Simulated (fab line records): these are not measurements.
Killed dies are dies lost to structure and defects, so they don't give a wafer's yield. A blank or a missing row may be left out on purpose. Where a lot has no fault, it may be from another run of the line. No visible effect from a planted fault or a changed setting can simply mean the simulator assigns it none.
fab line records ; flow nand-harc
[record] lots = 11; wafers = 33; last-day = 33
route steps=1302 shown A_CHANNEL_HOLE_D1@476 A_CHANNEL_FILL_D1@493 END@1302
lots with no fault: from the same line, run without faults
start-h: hours from the record's first day to the start of the lot's first wafer shown ; wait-h: time in hours since the lot's previous step ; " as in the row above ; L1.1+2: a single row standing in for several wafers ; - value missing, or start not given ; * or withheld: withheld ; < > ~ a bound
route shown NAME@n: a module of which the file shows steps, and the number in the route of the first ; usual: the fault-free wafers' mean and standard deviation ; same: alike in all rows ; chamber/n: place in a boat ; sites: readings site by site ; _std_site: their standard deviation ; _edge_site: the outer-site mean with the inner-site mean subtracted ; radius-mm: how far each site lies from the wafer's centre ; mask NAME#n: copy n ; behind: the most recent tool/chamber to have shaped the wafer ; hold: cause of the lot's hold/its duration in hours/its outcome ; device: which transistor (n, p or np) failed to switch ; end of line: the same wafers' tests at the end of the route ; step lacking rows: just its recipe ; killed: the dies lost at the first sort to structure and to defects; this is not the yield of the wafer ; map: a wafer's dies, x killed, . not, _ none there
set.NAME: the setting the step ran with; set.NAME@STEP: the setting that earlier step ran with ; model.NAME: the simulator's own value behind a step, which no gauge read
one table for each step of the route and one row for each wafer, over a sample of lots
services: from which hour (start-h, from the record's first day; less than 0 if before it) a tool's chamber was out of use, for how many hours, and why
[[steps]]
[step NHARC_A_CHANNEL_HOLE_D1_ETCH_24]
[recipe] bias-v = 5000; source-w = withheld; pressure-mtorr = 20; time-s = 906.2; ar-flow-sccm = 375; c4f8-flow-sccm = 93.8; o2-flow-sccm = 31.2; temp-c = -20; target-depth-a = 15000; chemistry = C4F8/O2/Ar
[usual] drypump-motor-current-A = 6.0/0.33; showerhead-plenum-p-Torr = 3.65/0.12; throttle-valve-pct = 32.235/0.009
lot.wafer;tool;chamber;start-h;wait-h;drypump-motor-current-A;rf-hours-counter-h;showerhead-plenum-p-Torr;throttle-valve-pct
L898.3;har-etch-02;0;190.94;0.6;6.6;-;3.57;32.238
L898.5;har-etch-02;0;190.94;0.6;6.6;-;3.57;32.210
L898.6;har-etch-02;1;190.94;0.6;5.7;-;3.41;32.241
L900.2;har-etch-02;0;214.32;0.6;6.6;320;3.56;32.237
L900.3;har-etch-02;0;214.32;0.6;6.6;-;3.56;32.236
L900.6;har-etch-02;0;214.32;0.6;6.6;-;3.56;32.232
L901.2;har-etch-01;0;227.79;0.6;6.0;113;3.72;32.220
L901.4;har-etch-01;1;227.79;0.6;5.8;-;3.72;32.247
L901.5;har-etch-01;0;227.79;0.6;6.0;-;3.72;32.225
L902.3;har-etch-02;0;228.24;0.6;6.6;-;3.56;32.232
L902.4;har-etch-02;1;228.24;0.6;5.7;-;3.40;32.252
L902.5;har-etch-02;1;228.24;0.6;5.7;-;3.40;32.233
L904.1;har-etch-02;0;264.68;1.2;6.6;349;3.55;32.243
L904.3;har-etch-02;0;264.68;1.2;6.6;-;3.55;32.230
L904.4;har-etch-02;0;264.68;1.2;6.6;-;3.55;32.227
L908.1;har-etch-02;0;297.53;0.6;6.6;370;3.54;32.228
L908.3;har-etch-02;1;297.53;0.6;5.7;-;3.92;32.223
L908.5;har-etch-02;1;297.53;0.6;5.7;-;3.92;32.243
L909.1;har-etch-01;1;311.03;0.6;5.8;162;3.69;32.243
L909.4;har-etch-01;1;311.03;0.6;5.8;-;3.69;32.222
L909.5;har-etch-01;1;311.03;0.6;5.8;-;3.69;32.259
L916.2;har-etch-01;1;388.75;0.6;5.8;204;3.67;32.246
L916.4;har-etch-01;1;388.75;0.6;5.8;-;3.67;32.243
L916.6;har-etch-01;1;388.75;0.6;5.8;-;3.67;32.226
L917.1;har-etch-01;0;392.91;0.6;5.9;208;3.66;32.245
L917.4;har-etch-01;0;392.91;0.6;5.9;-;3.66;32.226
L917.3;har-etch-01;1;392.91;0.6;5.8;-;3.67;32.238
L918.1;har-etch-01;1;397.11;0.6;5.8;212;3.66;32.232
L918.4;har-etch-01;1;397.11;0.6;5.8;-;3.66;32.243
L918.3;har-etch-01;0;397.11;0.6;5.9;-;3.66;32.237
L920.1;har-etch-01;0;420.64;0.6;5.9;228;3.65;32.241
L920.2;har-etch-01;1;420.64;0.6;5.8;228;3.65;32.231
L920.5;har-etch-01;1;420.64;0.6;5.8;-;3.65;32.215
[step NHARC_A_CHANNEL_HOLE_D1_ETCH_25]
[recipe] bias-v = 5000; source-w = withheld; pressure-mtorr = 20; time-s = 1040.2; ar-flow-sccm = 375; c4f8-flow-sccm = 93.8; o2-flow-sccm = 31.2; temp-c = -20; target-depth-a = 15000; chemistry = C4F8/O2/Ar
[usual] drypump-motor-current-A = 6.0/0.34; showerhead-plenum-p-Torr = 3.65/0.12; throttle-valve-pct = 32.235/0.0085
lot.wafer;tool;chamber;start-h;wait-h;drypump-motor-current-A;rf-hours-counter-h;showerhead-plenum-p-Torr;throttle-valve-pct
L898.3;har-etch-02;0;191.75;0.7;6.6;-;3.57;32.242
L898.5;har-etch-02;0;191.75;0.7;6.6;-;3.57;32.235
L898.6;har-etch-02;1;191.75;0.7;5.7;-;3.40;32.226
L900.2;har-etch-02;0;215.10;0.7;6.6;321;3.56;32.250
L900.3;har-etch-02;0;215.10;0.7;6.6;-;3.56;32.233
L900.6;har-etch-02;0;215.10;0.7;6.6;-;3.56;32.244
L901.2;har-etch-01;0;228.58;0.7;5.9;113;3.72;32.230
L901.4;har-etch-01;1;228.58;0.7;5.8;-;3.72;32.235
L901.5;har-etch-01;0;228.58;0.7;5.9;-;3.72;32.240
L902.3;har-etch-02;0;229.05;0.7;6.6;-;3.56;32.228
L902.4;har-etch-02;1;229.05;0.7;5.7;-;3.39;32.228
L902.5;har-etch-02;1;229.05;0.7;5.6;-;3.39;32.231
L904.1;har-etch-02;0;266.24;1.3;6.6;350;3.55;32.223
L904.3;har-etch-02;0;266.24;1.3;6.6;-;3.55;32.252
L904.4;har-etch-02;0;266.24;1.3;6.6;-;3.55;32.221
L908.1;har-etch-02;0;298.29;0.6;6.6;370;3.54;32.247
L908.3;har-etch-02;1;298.29;0.6;5.7;-;3.92;32.233
L908.5;har-etch-02;1;298.29;0.6;5.7;-;3.92;32.224
L909.1;har-etch-01;1;311.79;0.6;5.8;163;3.69;32.239
L909.4;har-etch-01;1;311.79;0.6;5.8;-;3.69;32.245
L909.5;har-etch-01;1;311.79;0.6;5.8;-;3.69;32.237
L916.2;har-etch-01;1;389.52;0.6;5.8;205;3.67;32.243
L916.4;har-etch-01;1;389.52;0.6;5.8;-;3.67;32.241
L916.6;har-etch-01;1;389.52;0.6;5.8;-;3.67;32.238
L917.1;har-etch-01;0;393.69;0.6;5.9;209;3.66;32.234
L917.4;har-etch-01;0;393.69;0.6;6.0;-;3.66;32.229
L917.3;har-etch-01;1;393.69;0.6;5.8;-;3.66;32.223
L918.1;har-etch-01;1;397.88;0.6;5.8;213;3.66;32.243
L918.4;har-etch-01;1;397.88;0.6;5.8;-;3.66;32.237
L918.3;har-etch-01;0;397.88;0.6;5.9;-;3.66;32.249
L920.1;har-etch-01;0;421.42;0.7;5.9;228;3.65;32.220
L920.2;har-etch-01;1;421.42;0.7;5.8;228;3.65;32.224
L920.5;har-etch-01;1;421.42;0.7;5.8;-;3.65;32.214
[step NHARC_A_CHANNEL_HOLE_D1_ETCH_44]
[recipe] target-depth-a = 1400; overetch-a = 140; time-s = 77; ion-energy-ev = 100; cf4-flow-sccm = 80; o2-flow-sccm = 20; ar-flow-sccm = 0; rf-w = 300; bias-w = 100; chemistry = CF4/O2
[usual] drypump-motor-current-A = 5.8/0.47; oes-product-au = 1.001/0.0085; rf-vpp-V = 197.6/1.5; showerhead-plenum-p-Torr = 1.33/0.061; throttle-valve-pct = 13.399/0.0091
lot.wafer;tool;chamber;start-h;wait-h;drypump-motor-current-A;oes-product-au;rf-hours-counter-h;rf-vpp-V;showerhead-plenum-p-Torr;throttle-valve-pct
L898.3;rie-diel-02;0;193.29;0.1;6.2;0.994;13;193.8;1.25;13.398
L898.6;rie-diel-02;2;193.29;0.1;5.5;0.989;-;196.8;1.29;13.411
L898.5;rie-diel-02;3;193.29;0.1;5.4;1.002;-;199.9;1.42;13.399
L900.2;rie-diel-11;1;217.00;0.1;6.2;0.992;41;195.8;1.32;13.406
L900.3;rie-diel-11;0;217.00;0.1;6.2;0.999;47;195.8;1.26;13.399
L900.6;rie-diel-11;2;217.00;0.1;6.6;0.989;-;197.1;1.33;13.388
L901.2;rie-diel-11;3;230.25;0.0;6.1;0.980;53;197.0;1.37;13.410
L901.4;rie-diel-11;2;230.25;0.0;6.6;0.989;47;198.0;1.33;13.404
L901.5;rie-diel-11;0;230.25;0.0;6.2;1.005;-;195.1;1.26;13.389
L902.4;rie-diel-13;3;230.59;0.1;5.8;0.986;21;197.2;1.36;13.378
L902.3;rie-diel-13;1;230.59;0.1;6.6;1.013;10;196.0;1.26;13.379
L902.5;rie-diel-13;0;230.59;0.1;5.1;1.011;-;198.4;1.34;13.403
L904.3;rie-diel-02;1;269.40;0.0;5.5;1.000;4;198.5;1.38;13.394
L904.1;rie-diel-02;2;269.40;0.0;5.5;0.999;4;197.0;1.29;13.402
L904.4;rie-diel-02;3;269.40;0.0;5.4;1.000;4;199.9;1.42;13.410
L908.3;rie-diel-02;2;300.12;0.1;5.5;1.004;7;198.0;1.28;13.419
L908.1;rie-diel-02;0;300.12;0.1;6.1;0.992;7;194.4;1.25;13.383
L908.5;rie-diel-02;2;300.12;0.1;5.5;1.007;-;195.2;1.28;13.404
L909.1;rie-diel-02;0;313.62;0.1;6.1;0.983;8;196.1;1.25;13.401
L909.4;rie-diel-02;3;313.62;0.1;5.4;0.996;8;197.4;1.42;13.394
L909.5;rie-diel-02;1;313.62;0.1;5.6;0.998;-;199.5;1.37;13.415
L916.4;rie-diel-13;2;391.48;0.1;6.0;1.014;7;198.8;1.44;13.397
L916.2;rie-diel-13;3;391.48;0.1;5.8;1.000;9;199.3;1.35;13.397
L916.6;rie-diel-13;1;391.48;0.1;6.6;0.990;-;194.9;1.26;13.391
L917.1;rie-diel-13;3;395.52;0.0;5.8;1.011;11;197.2;1.35;13.404
L917.4;rie-diel-13;0;395.52;0.0;5.1;0.990;11;198.1;1.33;13.403
L917.3;rie-diel-13;2;395.52;0.0;6.0;0.994;11;199.7;1.44;13.400
L918.4;rie-diel-11;3;399.72;0.1;6.1;0.993;48;196.8;1.35;13.401
L918.3;rie-diel-11;0;399.72;0.1;6.2;0.996;47;195.8;1.25;13.405
L918.1;rie-diel-11;2;399.72;0.1;6.6;1.011;48;196.5;1.31;13.400
L920.1;rie-diel-13;0;423.27;0.1;5.1;1.004;17;198.1;1.32;13.387
L920.2;rie-diel-13;2;423.27;0.1;6.0;1.012;20;199.7;1.44;13.397
L920.5;rie-diel-13;3;423.27;0.1;5.8;1.012;-;198.0;1.35;13.407
[step NHARC_A_CHANNEL_FILL_D1_ALD_03]
[recipe] target-thk-a = 60; pulse-time-s = 60; ald-cycles = 58; temp-c = 630; pressure-torr = 2; material = SiNx
[usual] precursor-pulse-height-rel = 0.999/0.021; susceptor-temp-C = 630.0/0.31
[same] pulse-time-s = 60
lot.wafer;tool;chamber;start-h;wait-h;precursor-pulse-height-rel;susceptor-temp-C
L898.3;ald-sin-batch-01;0;199.59;-;0.969;629.9
L898.5;ald-sin-batch-01;0;199.59;-;0.997;629.6
L898.6;ald-sin-batch-01;0;199.59;-;1.013;630.2
L900.2;ald-sin-batch-03;0;221.61;-;1.011;-
L900.3;ald-sin-batch-03;0;221.61;-;1.006;-
L900.6;ald-sin-batch-03;0;221.61;-;1.012;-
L901.2;ald-sin-batch-01;0;234.89;-;1.015;630.1
L901.4;ald-sin-batch-01;0;234.89;-;0.970;630.1
L901.5;ald-sin-batch-01;0;234.89;-;1.016;629.8
L902.3;ald-sin-batch-01;0;234.89;-;0.976;630.5
L902.4;ald-sin-batch-01;0;234.89;-;0.994;630.2
L902.5;ald-sin-batch-01;0;234.89;-;1.005;629.8
L904.1;ald-sin-batch-01;0;274.75;-;1.020;630.2
L904.3;ald-sin-batch-01;0;274.75;-;1.020;629.6
L904.4;ald-sin-batch-01;0;274.75;-;0.981;630.1
L908.1;ald-sin-batch-01;0;304.75;-;1.009;630.7
L908.3;ald-sin-batch-01;0;304.75;-;1.021;630.3
L908.5;ald-sin-batch-01;0;304.75;-;0.993;630.0
L909.1;ald-sin-batch-01;0;318.26;-;0.982;-
L909.4;ald-sin-batch-01;0;318.26;-;1.009;-
L909.5;ald-sin-batch-01;0;318.26;-;1.025;-
L916.2;ald-sin-batch-01;0;396.27;-;1.011;-
L916.4;ald-sin-batch-01;0;396.27;-;0.986;-
L916.6;ald-sin-batch-01;0;396.27;-;0.991;-
L917.1;ald-sin-batch-02;0;400.12;-;1.019;-
L917.3;ald-sin-batch-02;0;400.12;-;0.966;-
L917.4;ald-sin-batch-02;0;400.12;-;1.032;-
L918.1;ald-sin-batch-02;0;404.33;-;0.984;630.0
L918.3;ald-sin-batch-02;0;404.33;-;1.010;630.0
L918.4;ald-sin-batch-02;0;404.33;-;0.984;629.7
L920.1;ald-sin-batch-03;0;427.88;-;1.042;630.5
L920.2;ald-sin-batch-03;0;427.88;-;0.987;630.3
L920.5;ald-sin-batch-03;0;427.88;-;1.012;630.2
[step NHARC_A_CHANNEL_FILL_D1_ALD_15]
[recipe] target-thk-a = 20; pulse-time-s = 60; ald-cycles = 19; temp-c = 630; pressure-torr = 2; material = SiNx
[usual] precursor-pulse-height-rel = 1.000/0.02; susceptor-temp-C = 629.99/0.26
[same] pulse-time-s = 60
lot.wafer;tool;chamber;start-h;wait-h;precursor-pulse-height-rel;susceptor-temp-C
L898.3;ald-sin-batch-02;0;206.29;-;0.978;630.05
L898.5;ald-sin-batch-02;0;206.29;-;0.968;630.34
L898.6;ald-sin-batch-02;0;206.29;-;0.983;630.68
L900.2;ald-sin-batch-02;0;228.29;-;1.031;-
L900.3;ald-sin-batch-02;0;228.29;-;1.003;-
L900.6;ald-sin-batch-02;0;228.29;-;0.996;-
L901.2;ald-sin-batch-01;0;241.57;-;1.019;629.96
L901.4;ald-sin-batch-01;0;241.57;-;1.016;630.34
L901.5;ald-sin-batch-01;0;241.57;-;0.989;630.17
L902.3;ald-sin-batch-01;0;241.57;-;1.029;629.83
L902.4;ald-sin-batch-01;0;241.57;-;0.993;629.66
L902.5;ald-sin-batch-01;0;241.57;-;0.971;629.46
L904.1;ald-sin-batch-03;0;281.45;-;0.981;-
L904.3;ald-sin-batch-03;0;281.45;-;1.003;-
L904.4;ald-sin-batch-03;0;281.45;-;0.994;-
L908.1;ald-sin-batch-01;0;311.42;-;0.998;603.65
L908.3;ald-sin-batch-01;0;311.42;-;0.978;603.45
L908.5;ald-sin-batch-01;0;311.42;-;1.001;603.62
L909.1;ald-sin-batch-01;0;324.93;-;0.996;603.70
L909.4;ald-sin-batch-01;0;324.93;-;0.993;603.64
L909.5;ald-sin-batch-01;0;324.93;-;0.992;604.04
L916.2;ald-sin-batch-01;0;402.92;-;1.020;629.94
L916.4;ald-sin-batch-01;0;402.92;-;1.017;629.97
L916.6;ald-sin-batch-01;0;402.92;-;1.028;630.12
L917.1;ald-sin-batch-01;0;406.75;-;1.012;-
L917.3;ald-sin-batch-01;0;406.75;-;1.010;-
L917.4;ald-sin-batch-01;0;406.75;-;0.980;-
L918.1;ald-sin-batch-01;0;411.01;-;0.980;630.18
L918.3;ald-sin-batch-01;0;411.01;-;1.030;630.20
L918.4;ald-sin-batch-01;0;411.01;-;1.005;630.60
L920.1;ald-sin-batch-01;0;434.58;-;0.968;-
L920.2;ald-sin-batch-01;0;434.58;-;0.990;-
L920.5;ald-sin-batch-01;0;434.58;-;1.016;-
[step NHARC_END_SORT_01]
[recipe] temp-c = 25
[usual] killed-at-array = 55/17; killed-at-other = 1.1/1.6; killed-at-periphery = 3.8/2.5; killed-dies = 60/18; killed-open = 3.3/1.9; killed-short = 2.5/1.7
[same] gross-dies = 677
lot.wafer;tool;chamber;start-h;wait-h;killed-at-array;killed-at-other;killed-at-periphery;killed-dies;killed-open;killed-short
L908.1;prober-02;0;667.51;2.5;71;2;7;80;1;2
L908.3;prober-02;0;669.11;3.1;58;3;5;66;4;5
L908.5;prober-02;0;670.71;3.7;65;4;0;69;4;2
// killed by level:class
L908.1 A_SLIT:chamber-film-flake=33 A_CHANNEL_HOLE_D1:chamber-film-flake=32 A_DECK1_JOINT:chamber-film-flake=2 P_ZERO_WELL:chamber-film-flake=2 THIN_TSV:chamber-film-flake=2 P_M0:geometric-particle:short=1 P_M1:geometric-particle:open=1 A_STAIRCASE:geometric-particle:short=1
L908.3 A_CHANNEL_HOLE_D1:chamber-film-flake=29 A_SLIT:chamber-film-flake=20 THIN_TSV:chamber-film-flake=3 P_BONDPAD:chamber-film-flake=2 P_GATE:geometric-particle:open=1 P_M0:geometric-particle:short=1 P_M0:geometric-particle:open=1 A_SOURCE_PLATE:geometric-particle:short=1
L908.5 A_SLIT:chamber-film-flake=28 A_CHANNEL_HOLE_D1:chamber-film-flake=24 THIN_TSV:chamber-film-flake=4 A_STAIRCASE:chamber-film-flake=3 A_DECK1_JOINT:geometric-particle:open=2 A_M0:geometric-particle:short=2 A_M1:geometric-particle:open=1 A_BONDPAD:geometric-particle:open=1
[[services]]
tool;chamber;start-h;hours;kind
rie-diel-02;0;171.20;-;clean
rie-diel-13;1;176.96;12.6;repair
ald-sin-batch-01;-;191.33;2.2;repair
rie-diel-13;1;200.62;11.4;repair
rie-diel-02;-;216.70;9.0;pm
rie-diel-11;1;218.96;1.8;repair
rie-diel-02;1;253.46;3.1;repair
har-etch-02;1;258.01;-;consumable-replace:showerhead
har-etch-02;1;258.01;17.0;scheduled-down
har-etch-02;1;258.01;17.0;vent-cycle
rie-diel-11;-;258.98;9.0;pm
ald-sin-batch-02;-;266.00;26.0;pm
rie-diel-13;1;277.35;7.3;repair
rie-diel-13;-;342.35;9.0;pm
har-etch-02;-;377.42;17.0;pm
har-etch-02;0;377.42;17.0;vent-cycle
har-etch-02;1;377.42;17.0;vent-cycle
rie-diel-11;2;379.91;2.2;repair
rie-diel-02;-;393.70;9.0;pm
har-etch-02;0;394.42;-;clean
har-etch-02;0;394.42;-;consumable-replace:focus-ring
har-etch-02;0;394.42;-;consumable-replace:showerhead
har-etch-02;1;394.42;-;clean
har-etch-02;1;394.42;-;consumable-replace:focus-ring
[[key]]
[first-sign] step = NHARC_A_CHANNEL_FILL_D1_ALD_15; reading = susceptor-temp-C; direction = down; sigmas = 99+; usual = *; struck = *
effect none on later readings
met-at NHARC_A_CHANNEL_FILL_D1_ALD_15,NHARC_A_CHANNEL_FILL_D1_ALD_03
struck-lots L908,L909
tester-left-out L908,L909
not-acting-at NHARC_A_CHANNEL_HOLE_D1_ETCH_24,NHARC_A_CHANNEL_HOLE_D1_ETCH_25,NHARC_A_CHANNEL_HOLE_D1_ETCH_44
[fault] kind = process-parameter-drift; tool = ald-sin-batch-01; chamber = -; onset-h = 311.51; steps = NHARC_A_CHANNEL_FILL_D1_ALD_03,NHARC_A_CHANNEL_FILL_D1_ALD_15,NHARC_A_CHANNEL_FILL_D2_ALD_03,NHARC_A_CHANNEL_FILL_D2_ALD_15; channel = temp-c; offset = *; shape = step; end-h = 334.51; stated = *
// tester-left-out: of these lots the tester's yield and bins aren't shown, on N5 and GAA mostly nor the transistor test; their killed dies are dies lost to structure and defects alone, not to doping, threshold or leakage, so they don't give the yield
